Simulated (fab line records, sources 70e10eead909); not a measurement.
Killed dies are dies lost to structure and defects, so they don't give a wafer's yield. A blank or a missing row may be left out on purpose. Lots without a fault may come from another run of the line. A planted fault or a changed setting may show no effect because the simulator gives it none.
fab line records | flow nand_harc
record lots=6 wafers=17 last_day=34
route steps=1302 shown A_DECK1_JOINT@537 A_ONON_D2@545 END@1302
lots that met no fault: from a run of the same line without faults
start_h: hours from the record's first day to the start of the lot's first wafer shown | wait_h: hours since the lot's step before | " the same as in the row above | L1.1+2: a row that stands for several wafers | - no value, or no start given | * or withheld: withheld | < > ~ a bound
route shown NAME@n: a module of which the file shows steps, and the number in the route of the first | usual: mean/standard deviation of fault-free wafers | same: alike in all rows | chamber/n: place in a boat | sites: the reading at each site | _std_site: their standard deviation | _edge_site: outer sites' mean less inner sites' | radius_mm: how far each site lies from the wafer's centre | mask NAME#n: copy n | behind: the tool/chamber that last shaped the wafer | hold: why the lot was held/for how many hours/how that ended | device: the transistor (n, p or np) that didn't switch | end of line: the same wafers' tests at the end of the route | a step without rows: its recipe alone | killed: dies lost to structure and defects at the first sort, not the wafer's yield | map: a wafer's dies, x killed, . not, _ none there
set.NAME: the setting as run; set.NAME@STEP: as run at that earlier step | model.NAME: the simulator's own value behind a step, which no gauge read
lots at some steps of the route; a table a step, a row a wafer
services: from which hour (start_h, from the record's first day; less than 0 if before it) a tool's chamber was out of use, for how many hours, and why
## steps
# step NHARC_A_DECK1_JOINT_ANNEAL_28
# recipe temp_c=500 time_s=1800 idle_temp_c=400 ramp_up_c_per_min=10 densification_p_h2o_torr=640
# step NHARC_A_DECK1_JOINT_ANNEAL_29
# recipe temp_c=750 time_s=1800 idle_temp_c=500 ramp_up_c_per_min=10 ramp_down_c_per_min=3
# step NHARC_A_DECK1_JOINT_CMP_02
# recipe material=SiOx
# usual edge_zone_pressure_frac=1.000/0.0047 motor_current_A=11.7/1.6
# columns lot.wafer tool chamber start_h wait_h edge_zone_pressure_frac motor_current_A
L606.4 cmp-01 2 281.38 0.4 0.997 8.8
L606.1 " 1 " " 0.998 10.0
L606.5 " 3 " " 0.988 13.5
L607.1 cmp-01 1 291.84 0.4 1.006 10.0
L607.2 " 2 " " 1.000 8.6
L607.4 " 3 " " 1.006 12.5
L618.1 cmp-02 3 393.29 0.4 1.002 10.1
L618.2 " 0 " " 1.002 12.7
L618.5 " 2 " " 0.998 13.8
L626.6 cmp-02 3 479.44 0.5 1.004 11.0
L626.5 " 0 " " 1.002 12.0
L628.1 cmp-02 1 498.81 0.4 0.997 10.7
L628.4 " 3 " " 1.005 10.4
L628.6 " 2 " " 1.000 14.9
L629.3 cmp-02 3 516.30 0.4 0.995 10.7
L629.4 " 0 " " 0.996 11.9
L629.6 " 3 " " 0.996 11.0
# step NHARC_A_DECK1_JOINT_SRD_15
# step NHARC_A_DECK1_JOINT_DEP_16
# recipe target_thk_a=450 temp_c=400 pressure_torr=6.5 rf_w=900 teos_flow_sccm=161.4 flow_sccm=2650 target_thk_nm=45 gas=O2 material=SiO2
# usual heater_power_w=561/68 throttle_valve_pct=15.7/0.54
# columns lot.wafer tool chamber start_h wait_h heater_power_w since_wet_clean_h throttle_valve_pct
L606.1 pecvd-01 2 281.77 0.1 547 138 15.9
L606.5 " 2 " " 562 - 15.9
L606.4 " 1 " " 562 - 15.4
L607.2 pecvd-01 0 292.24 0.1 532 149 16.2
L607.1 " 1 " " 529 149 15.3
L607.4 " 0 " " 534 - 16.6
L618.1 pecvd-03 0 393.67 0.1 561 15 14.8
L618.2 " 1 " " 566 15 15.8
L618.5 " 0 " " 580 - 14.9
L626.5 pecvd-03 2 479.87 0.2 618 - 16.3
L626.6 " 0 " " 583 - 14.9
L628.1 pecvd-03 0 499.22 0.1 595 120 14.9
L628.4 " 2 " " 637 - 16.5
L628.6 " 0 " " 597 - 14.9
L629.3 pecvd-04 2 516.72 0.1 598 54 15.8
L629.6 " 0 " " 465 - 15.1
L629.4 " 1 " " 481 - 15.4
# step NHARC_A_DECK1_JOINT_THK_MEAS_17
# recipe thk_meas_gauge=ellipsometry
# usual thk_nm=44.8/1.1
# columns lot.wafer tool chamber start_h wait_h thk_nm
L606.1 film_metro-02 - 282.05 0.3 43.8
L606.4 " - " " 44.6
L606.5 " - " " 45.8
L607.1 film_metro-01 - 292.49 0.2 43.2
L607.2 " - " " 44.8
L607.4 " - " " 44.2
L618.1 film_metro-02 - 393.92 0.2 45.7
L618.2 " - " " 44.6
L618.5 " - " " 45.4
L626.5 film_metro-01 - 480.04 0.1 44.2
L626.6 " - " " 45.6
L628.1 film_metro-01 - 499.48 0.2 45.1
L628.4 " - " " 45.4
L628.6 " - " " 45.9
L629.3 film_metro-02 - 516.94 0.2 44.7
L629.4 " - " " 46.0
L629.6 " - " " 45.8
# step NHARC_A_DECK1_JOINT_INSPECT_05
# usual raw_defect_count=331/110
# columns lot.wafer tool chamber start_h wait_h raw_defect_count
L606.1 defect_inspect-02 - 282.08 0.0 354
L606.4 " - " " 337
L606.5 " - " " 407
L607.1 defect_inspect-01 - 292.53 0.0 416
L607.2 " - " " 305
L607.4 " - " " 303
L618.1 defect_inspect-01 - 393.95 0.0 578
L618.2 " - " " 202
L618.5 " - " " 439
L626.5 defect_inspect-02 - 480.07 0.0 232
L626.6 " - " " 430
L628.1 defect_inspect-01 - 499.51 0.0 299
L628.4 " - " " 261
L628.6 " - " " 569
L629.3 defect_inspect-01 - 516.98 0.0 170
L629.4 " - " " 262
L629.6 " - " " 207
# step NHARC_A_ONON_D2_DEP_00
# recipe target_thk_a=10000 n2_flow_sccm=2750 n2o_flow_sccm=2000 nh3_flow_sccm=500 sih4_flow_sccm=210 temp_c=400
# step NHARC_A_ONON_D2_THK_MEAS_02
# recipe thk_meas_gauge=ellipsometry
# usual thk_nm=997/10
# columns lot.wafer tool chamber start_h wait_h thk_nm
L606.1 film_metro-01 - 282.67 - 1013
L606.4 " - " " 1014
L606.5 " - " " 1014
L607.1 film_metro-01 - 293.11 - 995
L607.2 " - " " 995
L607.4 " - " " 994
L618.1 film_metro-02 - 394.53 - 1005
L618.2 " - " " 1005
L618.5 " - " " 1004
L626.5 film_metro-01 - 480.65 - 1017
L626.6 " - " " 1016
L628.1 film_metro-02 - 500.08 - 1004
L628.4 " - " " 1005
L628.6 " - " " 1002
L629.3 film_metro-02 - 517.56 - 993
L629.4 " - " " 993
L629.6 " - " " 994
# step NHARC_A_ONON_D2_DEP_03
# recipe target_thk_a=10000 n2_flow_sccm=2750 n2o_flow_sccm=2000 nh3_flow_sccm=500 sih4_flow_sccm=210 temp_c=400
# step NHARC_A_ONON_D2_THK_MEAS_05
# recipe thk_meas_gauge=ellipsometry
# usual thk_nm=1000/8.8
# columns lot.wafer tool chamber start_h wait_h thk_nm
L606.1 film_metro-02 - 283.23 - 995
L606.4 " - " " 996
L606.5 " - " " 997
L607.1 film_metro-01 - 293.67 - 1008
L607.2 " - " " 1008
L607.4 " - " " 1009
L618.1 film_metro-02 - 395.10 - 997
L618.2 " - " " 995
L618.5 " - " " 997
L626.5 film_metro-01 - 481.21 - 1006
L626.6 " - " " 1004
L628.1 film_metro-01 - 500.65 - 996
L628.4 " - " " 996
L628.6 " - " " 996
L629.3 film_metro-02 - 518.12 - 984
L629.4 " - " " 984
L629.6 " - " " 986
# step NHARC_A_ONON_D2_DEP_06
# recipe target_thk_a=10000 n2_flow_sccm=2750 n2o_flow_sccm=2000 nh3_flow_sccm=500 sih4_flow_sccm=210 temp_c=400
# usual sih4_flow_sccm=210.0/0.59
# columns lot.wafer tool chamber start_h wait_h sih4_flow_sccm
L606.1 pecvd_onon-01 0 283.29 0.1 210.0
L606.4 " 0 " " 210.7
L606.5 " 0 " " 209.4
L607.1 pecvd_onon-03 0 293.73 0.1 209.7
L607.2 " 0 " " 210.8
L607.4 " 0 " " 210.1
L618.1 pecvd_onon-01 0 395.15 0.1 209.6
L618.2 " 0 " " 210.0
L618.5 " 0 " " 210.0
L626.5 pecvd_onon-01 0 481.50 0.3 209.3
L626.6 " 0 " " 210.1
L628.1 pecvd_onon-01 0 500.71 0.1 209.0
L628.4 " 0 " " 209.0
L628.6 " 0 " " 210.4
L629.3 pecvd_onon-03 0 518.29 0.2 210.2
L629.4 " 0 " " 210.3
L629.6 " 0 " " 209.6
# step NHARC_A_ONON_D2_THK_MEAS_08
# recipe thk_meas_gauge=ellipsometry
# usual thk_nm=1001/8.1
# columns lot.wafer tool chamber start_h wait_h thk_nm
L606.1 film_metro-02 - 283.80 - 1006
L606.4 " - " " 1006
L606.5 " - " " 1006
L607.1 film_metro-02 - 294.24 - 1005
L607.2 " - " " 1006
L607.4 " - " " 1005
L618.1 film_metro-02 - 395.66 - 1004
L618.2 " - " " 1002
L618.5 " - " " 1005
L626.5 film_metro-01 - 481.78 - 1711
L626.6 " - " " 1710
L628.1 film_metro-01 - 501.22 - 999
L628.4 " - " " 1001
L628.6 " - " " 1707
L629.3 film_metro-02 - 518.69 - 992
L629.4 " - " " 991
L629.6 " - " " 993
# step NHARC_A_ONON_D2_DEP_09
# recipe target_thk_a=10000 n2_flow_sccm=2750 n2o_flow_sccm=2000 nh3_flow_sccm=500 sih4_flow_sccm=210 temp_c=400
# step NHARC_END_SORT_01
# recipe temp_c=25
# usual killed_at_array=58/20 killed_at_other=0.9/1.4 killed_at_periphery=4/3.1 killed_dies=63/20 killed_open=3.3/1.8 killed_short=2.4/1.5
# same gross_dies=677
# columns lot.wafer tool chamber start_h wait_h killed_at_array killed_at_other killed_at_periphery killed_dies killed_open killed_short
L606.1 prober-02 0 593.27 2.5 59 8 7 74 6 2
L606.4 prober-02 0 595.68 3.4 46 7 5 58 2 2
L606.5 prober-02 0 596.48 3.7 51 5 8 64 9 0
L607.1 prober-01 0 593.29 2.5 32 1 3 36 4 5
L607.2 prober-01 0 594.09 2.8 40 0 11 51 6 1
L607.4 prober-01 0 595.69 3.4 57 1 2 60 2 6
L628.1 prober-02 0 804.48 2.5 38 3 3 44 1 2
L628.4 prober-02 0 806.91 3.4 40 0 2 42 4 2
L628.6 prober-02 0 808.53 4.0 676 0 1 677 2 0
L626.5 prober-01 0 807.81 3.7 671 0 6 677 4 3
L626.6 prober-01 0 808.60 4.0 674 1 2 677 3 4
# killed by level:class
L606.1 A_CHANNEL_HOLE_D1:chamber_film_flake=38 THIN_TSV:chamber_film_flake=8 A_STAIRCASE:chamber_film_flake=6 A_CHANNEL_HOLE_D2:chamber_film_flake=4 A_M0:geometric_particle:open=3 P_STI:chamber_film_flake=3 P_GATE:chamber_film_flake=2 P_M1:chamber_film_flake=2
L607.1 A_SLIT:chamber_film_flake=10 A_CHANNEL_HOLE_D2:chamber_film_flake=4 A_BONDPAD:chamber_film_flake=4 A_CHANNEL_HOLE_D1:chamber_film_flake=2 A_WL_FILL:chamber_film_flake=2 A_CONTACT:chamber_film_flake=2 P_CONTACT:geometric_particle:open=1 P_M1:geometric_particle:short=1
L607.2 A_SLIT:chamber_film_flake=24 P_GATE:chamber_film_flake=6 A_CHANNEL_HOLE_D2:chamber_film_flake=4 P_M1:geometric_particle:open=2 A_CHANNEL_FILL_D2:chamber_film_flake=2 A_STAIRCASE:chamber_film_flake=2 A_BONDPAD:chamber_film_flake=2 P_CONTACT:geometric_particle:open=1
L606.4 A_CHANNEL_HOLE_D1:chamber_film_flake=31 THIN_TSV:chamber_film_flake=7 A_STAIRCASE:chamber_film_flake=6 P_GATE:chamber_film_flake=3 A_CHANNEL_HOLE_D2:chamber_film_flake=3 A_CONTACT:chamber_film_flake=2 P_M2:geometric_particle:open=1 A_SGD_CUT:geometric_particle:short=1
L607.4 A_SLIT:chamber_film_flake=29 A_CONTACT:chamber_film_flake=5 A_BONDPAD:chamber_film_flake=5 A_STAIRCASE:chamber_film_flake=4 A_ONON_D2:geometric_particle:short=2 A_CHANNEL_HOLE_D1:chamber_film_flake=2 A_CHANNEL_HOLE_D2:chamber_film_flake=2 A_WL_FILL:chamber_film_flake=2
L606.5 A_CHANNEL_HOLE_D1:chamber_film_flake=29 P_GATE:chamber_film_flake=6 A_CHANNEL_HOLE_D2:chamber_film_flake=5 A_STAIRCASE:chamber_film_flake=5 THIN_TSV:chamber_film_flake=5 A_CONTACT:geometric_particle:open=2 A_BLC:geometric_particle:open=2 P_GATE:geometric_particle:open=1
L628.1 A_SLIT:chamber_film_flake=31 A_CONTACT:chamber_film_flake=3 A_CHANNEL_HOLE_D1:chamber_film_flake=2 THIN_TSV:chamber_film_flake=2 P_CONTACT:geometric_particle:open=1 A_DECK1_JOINT:geometric_particle:short=1 STARTING-WAFER:geometric_particle:short=1 P_ZERO_WELL:chamber_film_flake=1
L628.4 A_SLIT:chamber_film_flake=22 A_WL_FILL:chamber_film_flake=4 A_CONTACT:chamber_film_flake=4 A_SOURCE_PLATE:geometric_particle:short=1 A_DECK1_JOINT:geometric_particle:open=1 A_CHANNEL_FILL_D2:geometric_particle:open=1 A_CONTACT:geometric_particle:short=1 A_CONTACT:geometric_particle:open=1
L626.5 A_ONON_D2:area_dep=636 A_CHANNEL_HOLE_D1:chamber_film_flake=9 A_SLIT:chamber_film_flake=9 A_STAIRCASE:chamber_film_flake=4 A_CONTACT:chamber_film_flake=3 P_M2:geometric_particle:open=2 P_GATE:chamber_film_flake=2 A_ZERO_WELL:chamber_film_flake=2
L628.6 A_ONON_D2:area_dep=645 A_SLIT:chamber_film_flake=17 A_CONTACT:chamber_film_flake=8 A_ONON_D2:geometric_particle:open=1 A_M1:geometric_particle:open=1 P_GATE:chamber_film_flake=1 A_CHANNEL_HOLE_D1:chamber_film_flake=1 A_CHANNEL_FILL_D1:chamber_film_flake=1
L626.6 A_ONON_D2:area_dep=625 A_CHANNEL_HOLE_D1:chamber_film_flake=16 A_STAIRCASE:chamber_film_flake=11 A_SLIT:chamber_film_flake=6 A_CONTACT:chamber_film_flake=6 P_GATE:chamber_film_flake=2 A_WL_FILL:chamber_film_flake=2 A_ONON_D1:geometric_particle:short=1
# map L626.5 (x killed, . not)
____________x____________
_________xxxxxxx_________
_______xxxxxxxxxxx_______
______xxxxxxxxxxxxx______
_____xxxxxxxxxxxxxxx_____
____xxxxxxxxxxxxxxxxx____
____xxxxxxxxxxxxxxxxx____
___xxxxxxxxxxxxxxxxxxx___
___xxxxxxxxxxxxxxxxxxx___
__xxxxxxxxxxxxxxxxxxxxx__
__xxxxxxxxxxxxxxxxxxxxx__
_xxxxxxxxxxxxxxxxxxxxxxx_
_xxxxxxxxxxxxxxxxxxxxxxx_
_xxxxxxxxxxxxxxxxxxxxxxx_
_xxxxxxxxxxxxxxxxxxxxxxx_
_xxxxxxxxxxxxxxxxxxxxxxx_
xxxxxxxxxxxxxxxxxxxxxxxxx
xxxxxxxxxxxxxxxxxxxxxxxxx
xxxxxxxxxxxxxxxxxxxxxxxxx
xxxxxxxxxxxxxxxxxxxxxxxxx
xxxxxxxxxxxxxxxxxxxxxxxxx
_xxxxxxxxxxxxxxxxxxxxxxx_
_xxxxxxxxxxxxxxxxxxxxxxx_
_xxxxxxxxxxxxxxxxxxxxxxx_
_xxxxxxxxxxxxxxxxxxxxxxx_
_xxxxxxxxxxxxxxxxxxxxxxx_
__xxxxxxxxxxxxxxxxxxxxx__
__xxxxxxxxxxxxxxxxxxxxx__
___xxxxxxxxxxxxxxxxxxx___
___xxxxxxxxxxxxxxxxxxx___
____xxxxxxxxxxxxxxxxx____
____xxxxxxxxxxxxxxxxx____
_____xxxxxxxxxxxxxxx_____
______xxxxxxxxxxxxx______
_______xxxxxxxxxxx_______
_________xxxxxxx_________
____________x____________
# map L628.6 (x killed, . not)
____________x____________
_________xxxxxxx_________
_______xxxxxxxxxxx_______
______xxxxxxxxxxxxx______
_____xxxxxxxxxxxxxxx_____
____xxxxxxxxxxxxxxxxx____
____xxxxxxxxxxxxxxxxx____
___xxxxxxxxxxxxxxxxxxx___
___xxxxxxxxxxxxxxxxxxx___
__xxxxxxxxxxxxxxxxxxxxx__
__xxxxxxxxxxxxxxxxxxxxx__
_xxxxxxxxxxxxxxxxxxxxxxx_
_xxxxxxxxxxxxxxxxxxxxxxx_
_xxxxxxxxxxxxxxxxxxxxxxx_
_xxxxxxxxxxxxxxxxxxxxxxx_
_xxxxxxxxxxxxxxxxxxxxxxx_
xxxxxxxxxxxxxxxxxxxxxxxxx
xxxxxxxxxxxxxxxxxxxxxxxxx
xxxxxxxxxxxxxxxxxxxxxxxxx
xxxxxxxxxxxxxxxxxxxxxxxxx
xxxxxxxxxxxxxxxxxxxxxxxxx
_xxxxxxxxxxxxxxxxxxxxxxx_
_xxxxxxxxxxxxxxxxxxxxxxx_
_xxxxxxxxxxxxxxxxxxxxxxx_
_xxxxxxxxxxxxxxxxxxxxxxx_
_xxxxxxxxxxxxxxxxxxxxxxx_
__xxxxxxxxxxxxxxxxxxxxx__
__xxxxxxxxxxxxxxxxxxxxx__
___xxxxxxxxxxxxxxxxxxx___
___xxxxxxxxxxxxxxxxxxx___
____xxxxxxxxxxxxxxxxx____
____xxxxxxxxxxxxxxxxx____
_____xxxxxxxxxxxxxxx_____
______xxxxxxxxxxxxx______
_______xxxxxxxxxxx_______
_________xxxxxxx_________
____________x____________
## services
# columns tool chamber start_h hours kind
pecvd-01 - 262.52 0.3 repair
pecvd_onon-01 - 269.00 13.0 pm
cmp-01 - 283.77 4.0 pm
pecvd_onon-03 - 304.18 1.9 repair
pecvd-01 - 311.93 13.0 pm
cmp-02 - 330.94 4.0 pm
pecvd-03 1 362.15 10.5 repair
pecvd-03 - 366.08 13.0 pm
cmp-02 - 367.07 0.8 repair
cmp-01 - 377.09 1.1 repair
cmp-01 - 381.77 4.0 pm
cmp-02 - 384.72 0.3 repair
cmp-01 - 390.48 1.3 repair
pecvd_onon-03 - 413.75 13.0 pm
cmp-02 - 428.94 4.0 pm
pecvd-01 - 441.56 0.5 repair
cmp-02 - 446.05 2.8 repair
pecvd_onon-01 - 450.00 13.0 pm
cmp-02 - 472.56 0.4 repair
cmp-01 - 479.77 4.0 pm
pecvd-03 2 484.57 12.3 repair
cmp-01 - 490.58 1.9 repair
pecvd-01 - 492.93 13.0 pm
cmp-01 - 493.92 0.9 repair
## key
first_sign step=NHARC_A_ONON_D2_THK_MEAS_08 reading=thk_nm direction=up sigmas=88 usual=1001 struck=1710
effect step=NHARC_END_SORT_01 reading=killed_at_array direction=up sigmas=32 usual=58 struck=674
more_kills_born_at NHARC_A_ONON_D2_DEP_06@pecvd_onon-01=1906
met_at NHARC_A_ONON_D2_DEP_06
struck_wafers L626.5,L626.6,L628.6
later_rows_left_out L626.5,L626.6,L628.6
tester_left_out L626,L628
onset_between 395.15 481.50
fault kind=process_parameter_drift tool=pecvd_onon-01 chamber=- onset_h=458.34 steps=NHARC_A_ONON_D2_DEP_06 channel=target_thk_a offset=* shape=step end_h=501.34 scope=struck_wafers_only acts_in=* stated=*
# tester_left_out: of these lots the tester's yield and bins aren't shown, on N5 and GAA mostly nor the transistor test; their killed dies are dies lost to structure and defects alone, not to doping, threshold or leakage, so they don't give the yield
# later_rows_left_out: the simulator's readings of these wafers behind a module that went badly wrong aren't trusted and aren't shown, but for the sort
